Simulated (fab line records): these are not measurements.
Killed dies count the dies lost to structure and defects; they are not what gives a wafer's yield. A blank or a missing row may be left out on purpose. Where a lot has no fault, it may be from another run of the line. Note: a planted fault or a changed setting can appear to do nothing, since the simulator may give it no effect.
A struck lot beside a sound one :: flow nandHarc :: 14 out of 1159 route steps
Sound: these wafers, L934.2, L934.4, L934.6. The struck wafers were L945.2, L945.3, L945.4. The cause comes at the end.
For every step that has rows: the tool of each side, followed by ch and its chambers, followed by its first start. Under that, the readings that differ: sound wafers :: struck wafers :: difference of the means :: sigmas: that difference in standard deviations of wafers without a fault.
alike: same words and numbers on both sides, and readings whose means sit less than 2 such deviations apart. not compared: any withheld reading, any reading some wafer has no value for, any bound like >300 that may hide the same value, and any number with overlapping values for which the record gives no deviation.
A row with sigmas, a row that says differs or no value, or rows on one side alone: a step with any of these is where the two part. Numbers that don't overlap but have no deviation are shown without sigmas and don't part them. A reading that every wafer of one side lacks parts them only if that side has two wafers or more.

NHARC_A_BONDPAD_CD_MEAS_09: the cd target is 500 nm.
  sound on cdSem-03 ch 0, day 19 03:10; struck on cdSem-03 ch 0, day 22 08:03
  alike: cdNm
NHARC_A_BONDPAD_OVL_MEAS_35:
  sound on overlay-02, day 19 03:15; struck on overlay-01, day 22 08:08
reading: overlayYNm (nm)
sound: -14 -14 -14
struck: 7 8 8
difference: +22
sigmas: +3
  alike: overlayXNm
then, 1 step without rows for these wafers: NHARC_A_BONDPAD_HARDBAKE_10 (time 65 s).
NHARC_A_BONDPAD_DESCUM_11: chemistry O2, time 3 s.
  sound on rieDiel-01 ch 0,2, day 19 03:23; struck on rieDiel-01 ch 0,2,3, day 22 08:17
  alike: chamberPressureMTorr, drypumpMotorCurrentA, oesProductAu, rfVppV, showerheadPlenumPTorr, throttleValvePct
  not compared: rfHoursCounterH
NHARC_A_BONDPAD_ETCH_34: etches the open film in N2/H2, target depth 60 nm, overetch 18 nm, time 65.91 s.
  sound on rieDiel-01 ch 2,3, day 19 03:28; struck on rieDiel-01 ch 0,1,3, day 22 08:22
  alike: chamberPressureMTorr, drypumpMotorCurrentA, oesProductAu, rfVppV, showerheadPlenumPTorr, throttleValvePct
  not compared: rfHoursCounterH
then, 1 step without rows for these wafers: NHARC_A_BONDPAD_ETCH_12 (etches the open film in CHF3/O2, target depth 220 nm, time 110 s).
NHARC_A_BONDPAD_CD_MEAS_13:
  sound on cdSem-01, day 19 03:41; struck on cdSem-01, day 22 08:36
  alike: cdNm
NHARC_A_BONDPAD_STRIP_15: strips in O2.
  sound on rieDiel-01 ch 0,1,2, day 19 03:46; struck on rieDiel-09 ch 1,2,3, day 22 08:40
  alike: chamberPressureMTorr, drypumpMotorCurrentA, oesProductAu, rfVppV, showerheadPlenumPTorr, throttleValvePct
  not compared: rfHoursCounterH
NHARC_A_BONDPAD_ETCH_24: etches the open film in CF4/N2, target depth 30 nm, time 72.99 s.
  sound: rieDiel-01 ch 2,3; struck: rieDiel-09 ch 0,2,3
  alike: chamberPressureMTorr, drypumpMotorCurrentA, oesProductAu, rfVppV, showerheadPlenumPTorr, throttleValvePct
  not compared: rfHoursCounterH
then, 1 step without rows for these wafers: NHARC_A_BONDPAD_STRIP_16 (strips in post etch residue remover, time 600 s).
NHARC_A_BONDPAD_DEGAS_25: time 60 s.
  sound on pvdSputter-03, day 19 04:19; struck on pvdSputter-01, day 22 09:14
  alike: heaterPowerW
then, 1 step without rows for these wafers: NHARC_A_BONDPAD_PRE_CLEAN_26 (time 30 s).
NHARC_A_BONDPAD_PVD_17: deposits TaN, target thk 5 nm, time 8.06 s.
  sound on pvdSputter-03, day 19 04:26; struck on pvdSputter-01, day 22 09:25
  no value came back on the struck wafers for biasV (V), cathodeDcPowerW (W), throttleValvePct (%); on the sound wafers biasV (V) reads 169.4 166.4 168.9
then, 1 step without rows for these wafers: NHARC_A_BONDPAD_PVD_27 (deposits Cu, target thk 30 nm, time 20.49 s).

== WHERE THEY PART ==
Earliest at NHARC_A_BONDPAD_OVL_MEAS_35; latest, in this record, at NHARC_A_BONDPAD_PVD_17.

WHY: the cause the simulator had injected
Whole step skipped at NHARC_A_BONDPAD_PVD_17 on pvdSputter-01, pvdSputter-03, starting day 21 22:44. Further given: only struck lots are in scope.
